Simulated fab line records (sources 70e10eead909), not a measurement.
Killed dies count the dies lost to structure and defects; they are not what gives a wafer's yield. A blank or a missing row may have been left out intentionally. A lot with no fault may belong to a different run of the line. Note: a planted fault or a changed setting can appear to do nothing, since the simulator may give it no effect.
8D (eight disciplines) problem report, filled in by code || flow nandHarc || the parts of the form that need people (team, actions taken, sign-off) are left out

== 1. THE PROBLEM ==
A mean of 109.6 nm is read at NHARC_A_SGD_CUT_THK_MEAS_22 for thkNm, taken on 1 wafer of 1 lot, against 147.7 nm (standard deviation 1.6) on wafers free of any fault. That is -24 standard deviations from the usual mean.
The step: measures by ellipsometry.
First observed at day 25 22:38: wafer L343.2, on filmMetro-02. At this step, 33 wafers from 11 lots have a number in the record. By rule, "out" or "out of limits" means more than 4 standard deviations away from the usual mean. The rest of the wafers with a number are treated as sound.

== 2. WHAT IT IS; WHAT IT IS NOT ==
{"question": "which readings at this step", "is": "thkNm", "is not": "-"}
{"question": "which lots", "is": "L343", "is not": "L328, L329, L330, L334, L335, L336, L337, L338, L349, L350"}
{"question": "which wafers of those lots", "is": "L343.2", "is not": "L343.1, L343.3"}
{"question": "read on which gauges", "is": "filmMetro-02", "is not": "filmMetro-01"}
{"question": "when", "is": "from day 25 22:38", "is not": "up to then (26 sound wafers); but 6 sound wafers of L349, L350 came after"}

== 3. THE SUSPECTS, EACH WITH WHAT RULES IT OUT ==
Counting: a tool at a process step up to the reading stays a suspect if it ran every lot that is out. Sound lots after the first of them don't rule it out here, since some wafers of a struck lot are sound.
- the gauge at NHARC_A_SGD_CUT_THK_MEAS_22: kept. All the wafers that are out were read on filmMetro-02, and no step on other tools shows them out.
- rieDiel-02 at NHARC_A_SGD_CUT_ETCH_15 (etches the open film in CH3F/O2, target depth 75 nm, time 64.3 s): kept. L343, the lot that is out, went through it at day 25 17:11; up to then, the latest sound lot through it was L336 at day 23 11:25. NHARC_A_SGD_CUT_ETCH_15 gives no start for some lots, so the hours and the order of its lots are those of NHARC_A_SGD_CUT_DEP_20.
- rieDiel-02 at NHARC_A_SGD_CUT_STRIP_17 (strips in O2): kept. L343, the lot that is out, went through it at day 25 17:11; up to then, the latest sound lot through it was L336 at day 23 11:25. NHARC_A_SGD_CUT_STRIP_17 gives no start for some lots, so the hours and the order of its lots are those of NHARC_A_SGD_CUT_DEP_20.
- fcvd-02 at NHARC_A_SGD_CUT_DEP_20 (deposits SiO2, target thk 150 nm): kept. L343, the lot that is out, went through it at day 25 17:11; up to then, the latest sound lot through it was L338 at day 24 04:14.
- At NHARC_A_SGD_CUT_ETCH_15, inside rieDiel-02: chamber 1 took the wafers that are out, while their sound lot-mates went through chambers 0, 2.
- At NHARC_A_SGD_CUT_STRIP_17, inside rieDiel-02: chamber 3 took the wafers that are out, while their sound lot-mates went through chambers 0, 1.
Left after counting: rieDiel-02 at NHARC_A_SGD_CUT_ETCH_15, rieDiel-02 at NHARC_A_SGD_CUT_STRIP_17, fcvd-02 at NHARC_A_SGD_CUT_DEP_20, filmMetro-02 at NHARC_A_SGD_CUT_THK_MEAS_22.

== 4. THE CAUSE (what the simulator had put in) ==
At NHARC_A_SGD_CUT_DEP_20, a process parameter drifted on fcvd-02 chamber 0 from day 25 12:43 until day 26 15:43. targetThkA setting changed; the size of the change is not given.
Of the 4 suspects that counting leaves, this tool is one.

== 5. SEQUENCE OF EFFECTS, ordered by route ==
Each row: a reading whose mean over the struck wafers that have a number lies more than 3 standard deviations from the usual. Only readings whose record carries a usual standard deviation are examined. hours: median over the lots of the time between each lot's start at the first step of this table that gives one and its start at this step. sigmas: the change, counted in usual standard deviations.
{"hours": 0, "step": "NHARC_A_SGD_CUT_THK_MEAS_22", "reading": "thkNm", "usual": "147.7 nm", "on struck wafers": 109.6, "change": -38.1, "sigmas": -24}
At these later measuring or inspecting steps, every struck wafer for which the step has a row has a number for every such reading, and none has moved that far: NHARC_END_SORT_01.

== 6. HOW IT WOULD HAVE BEEN CAUGHT EARLIER ==
Counted from the fault's start at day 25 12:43, it took 10 hours until the first out-of-limits reading at a measuring or inspecting step in this record, taken at day 25 22:38.
By day 25 22:38 the whole set of lots that are out, 1 in number, had already begun NHARC_A_SGD_CUT_DEP_20 on fcvd-02. Had the tool been put on hold then, not one of them would have been saved.
